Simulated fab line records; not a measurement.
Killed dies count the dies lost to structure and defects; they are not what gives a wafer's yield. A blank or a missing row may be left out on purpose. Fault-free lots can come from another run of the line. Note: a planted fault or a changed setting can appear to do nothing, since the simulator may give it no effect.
A struck lot beside a sound one | flow n5 finfet | 15 steps out of a route of 1938
Sound: wafers L753.2, L753.5, L753.6. The struck wafers were L763.3, L763.4, L763.5. The cause comes at the end.
Per side, at each step with rows, come the tool, then ch with its chambers, and then its first start. Under that, the readings that differ: sound wafers | struck wafers | difference of the means | sigmas: that difference in standard deviations of wafers without a fault.
alike: readings with means less than 2 such deviations apart, plus words and numbers identical on both sides. not compared: withheld readings, readings lacking a value on some wafer, bounds such as >300 that could conceal the same value, and numbers that have no deviation in the record and whose values overlap.
A row with sigmas, a row that says differs or no value, or rows on one side alone: a step with any of these is where the two part. Numbers that don't overlap but have no deviation are shown without sigmas and don't part them. A reading that every wafer of one side lacks parts them only if that side has two wafers or more.

first, 1 step without rows for these wafers: N5_BEOL_M13_HARDBAKE_14 (time 120 s).
N5_BEOL_M13_CD_MEAS_10: target cd 190 nm.
  sound on cd sem-01 ch 0, day 13 06:31; struck on cd sem-02 ch 0, day 15 11:59
  alike: cd nm
N5_BEOL_M13_OVL_MEAS_11:
  sound on overlay-01 ch 0, day 13 06:32; struck on overlay-02 ch 0, day 15 12:01
  alike: V12_OVL
N5_BEOL_M13_INSPECT_12: inspects for defects (macro).
  sound: defect inspect-02 at day 13 06:34; struck: defect inspect-01 at day 15 12:03
  alike: raw defect count
N5_BEOL_M13_DESCUM_15: chemistry O2, time 7.9 s.
  sound on rie diel-05 ch 1,2, day 13 06:38; struck on rie diel-05 ch 0,3, day 15 12:05
  alike: drypump motor current A, oes product au, rf vpp V, showerhead plenum p Torr, throttle valve pct
  not compared: rf hours counter h
N5_BEOL_M13_ETCH_59: etches BARC in N2/H2, target depth 89 nm, overetch 26.7 nm, time 67.9 s.
  sound on rie diel-05 ch 1,2, day 13 06:40; struck on rie diel-05 ch 0,3, day 15 12:07
  reading               | sound          | struck         | difference | sigmas
  oes product au (a.u.) | 0.63 0.63 0.64 | 0.77 0.80 0.77 | +0.15      | +2
  alike: drypump motor current A, rf vpp V, showerhead plenum p Torr, throttle valve pct
  not compared: rf hours counter h
N5_BEOL_M13_VIA_ETCH_16: etches SiOC in C4F8/O2/Ar, target depth 921.7 nm.
  sound on rie diel-05 ch 1,2, day 13 06:43; struck on rie diel-05 ch 0,3, day 15 12:10
  alike: drypump motor current A, he inner torr, oes product au, rf vpp V, showerhead plenum p Torr, throttle valve pct
N5_BEOL_M13_STRIP_63: strips in N2/H2.
  sound on plasma asher-02 ch 0,1, day 13 06:58; struck on plasma asher-01 ch 0,1, day 15 12:25
  alike: drypump motor current A, heater power w, oes product au, strip time to endpoint s
  not compared: rf hours counter h
N5_BEOL_M13_STRIP_64: strips in N2/H2.
  sound on plasma asher-02 ch 0,1, day 13 07:01; struck on plasma asher-01 ch 0,1, day 15 12:29
  reading                      | sound             | struck            | difference | sigmas
  strip time to endpoint s (s) | 31.29 31.37 31.35 | 31.50 31.41 31.53 | +0.14      | +2
  alike: drypump motor current A, heater power w, oes product au
  not compared: rf hours counter h
then, 2 steps without rows for these wafers: N5_BEOL_M13_STRIP_71 (strips in post etch residue remover, time 60 s); N5_BEOL_M13_SRD_72 (time 30 s, dry time 30 s).
N5_BEOL_M13_CD_MEAS_17: target cd 190 nm.
  sound: cd sem-02 at day 13 07:10; struck: cd sem-02 at day 15 12:37
  alike: cd nm
N5_BEOL_M13_COAT_65: time 60 s, resist thk 350 nm.
  sound on litho track-05 ch 0, day 13 07:13; struck on litho track-01 ch 0, day 15 12:39
  reading                                   | sound                | struck               | difference | sigmas
  heater power total W (W)                  | 503.2 498.9 500.9    | 453.3 451.7 451.3    | -48.9      | -27
  plate temp C (C)                          | 250.07 250.12 249.60 | 230.83 231.01 231.21 | -18.91     | -99 or more
  model.SOC_of_BEOL_M13_COAT_65.thk nm (nm) | 350.2 350.4 351.4    | 355.4 355.8 356      | +5.1       |
  alike: dispense pressure kPa, exhaust pa
then, 1 step without rows for these wafers: N5_BEOL_M13_COAT_66 (time 60 s, resist thk 110 nm).
N5_PASSIVATION_PROBE_49:
  sound: prober-01 at day 14 17:22; struck: prober-02 at day 16 18:52
  alike: defect limited yield, killed_at_M0_to_M3, killed_at_M4_up, killed at contacts, killed at front end, killed at other, killed dies, killed open, killed short, sort_bin_5_function, sort_bin_6_memory, sort n pass, sort yield pct

== WHERE THEY PART ==
Earliest at N5_BEOL_M13_ETCH_59; latest, in this record, at N5_BEOL_M13_COAT_65. Later steps at which nothing parts them and some readings are alike: N5_PASSIVATION_PROBE_49.

WHY: whatever the simulator had introduced
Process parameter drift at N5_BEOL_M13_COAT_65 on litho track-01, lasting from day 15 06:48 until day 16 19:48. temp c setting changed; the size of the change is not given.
